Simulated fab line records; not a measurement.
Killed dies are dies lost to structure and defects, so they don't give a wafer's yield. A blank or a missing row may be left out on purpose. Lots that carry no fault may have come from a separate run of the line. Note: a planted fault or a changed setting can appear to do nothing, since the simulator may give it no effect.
Which tool was responsible?	flow n5Finfet	12 lots with 36 wafers sampled at 4 steps, on a route of 1938 steps

WHAT THE GAUGES READ, wafer by wafer
N5_BEOL_M11_INSPECT_13: inspects for defects (brightfield).
lot	measured	on	rawDefectCount
L075	day 10 15:51	defectInspect-02	432 378 360
L077	day 11 03:16	defectInspect-02	456 333 392
L079	day 12 00:32	defectInspect-01	302 395 357
L081	day 12 13:29	defectInspect-01	310 587 431
L082	day 13 12:17	defectInspect-01	434 332 341
L089	day 14 05:07	defectInspect-01	497 435 288
L088	day 14 05:18	defectInspect-02	335 349 321
L084	day 14 05:40	defectInspect-01	554 454 521
L092	day 15 11:52	defectInspect-01	536 399 336
L093	day 15 18:43	defectInspect-01	346 437 405
L095	day 16 12:45	defectInspect-01	600 586 508
L097	day 16 20:26	defectInspect-02	521 360 252

WHICH TOOL RAN EACH LOT (tool, then ch and the chambers of the sampled wafers, then the start)
lot	N5_BEOL_M10_DESCUM_33	N5_BEOL_M10_VIA_ETCH_34	N5_BEOL_M10_SURFACE_TREAT_76
L075	rieDiel-01 ch 0,1,2, day 10 11:08	rieDiel-01 ch 0,1,2, day 10 11:20	pvdSputter-01, day 10 12:41
L077	rieDiel-03 ch 2,3, day 10 20:32	rieDiel-03 ch 2,3, day 10 20:44	pvdSputter-01, day 10 23:35
L079	rieDiel-01 ch 0,2,3, day 11 16:59	rieDiel-01 ch 0,2,3, day 11 17:12	pvdSputter-01, day 11 18:52
L081	rieDiel-03 ch 1,2,3, day 12 08:11	rieDiel-03 ch 1,2,3, day 12 08:23	pvdSputter-01, day 12 09:52
L082	rieDiel-03 ch 1,3, day 13 07:02	rieDiel-03 ch 1,3, day 13 07:14	pvdSputter-02, day 13 09:30
L089	rieDiel-01 ch 0,2, day 13 21:14	rieDiel-01 ch 0,2, day 13 21:27	pvdSputter-02, day 13 22:52
L088	rieDiel-03 ch 0,1,2, day 13 21:32	rieDiel-03 ch 0,1,2, day 13 21:45	pvdSputter-02, day 13 23:09
L084	rieDiel-05 ch 0,1,3, day 13 22:22	rieDiel-05 ch 0,1,3, day 13 22:34	pvdSputter-02, day 14 01:37
L092	rieDiel-03 ch 0,1,2, day 15 06:45	rieDiel-03 ch 0,1,2, day 15 06:58	pvdSputter-03, day 15 08:26
L093	rieDiel-03 ch 0,1,2, day 15 13:28	rieDiel-03 ch 0,1,2, day 15 13:41	pvdSputter-03, day 15 15:54
L095	rieDiel-05 ch 0,1,3, day 16 05:52	rieDiel-05 ch 0,1,3, day 16 06:04	pvdSputter-01, day 16 07:58
L097	rieDiel-01 ch 1,2,3, day 16 15:19	rieDiel-01 ch 1,2,3, day 16 15:31	pvdSputter-02, day 16 17:55
- N5_BEOL_M10_DESCUM_33: chemistry O2, time 7.9 s.
- N5_BEOL_M10_VIA_ETCH_34: etches SiCOH lowk in C4F6/O2, target depth 184.5 nm, time 69.2 s.
- N5_BEOL_M10_SURFACE_TREAT_76

THE ANSWER, worked out from the rows above alone
Rule: the usual values come from the lots themselves. The widest of any qualifying gaps counts: lots, ordered by their means at a reading, are off when they make up no more than a third of the lots, leave a main group of 4 or more, and stand apart from it by 3 or more times the standard deviation of that group's means. Not used: any main group whose means are identical at the precision the tables above print for the reading. A lot without any number at a reading at which 4 lots or more have one is off too. Where the step has rows for the other lots, those lots are counted as sound.
Nothing can be told from this: no lot is off at any reading shown.

WHAT HAD BEEN PUT IN BY THE SIMULATOR
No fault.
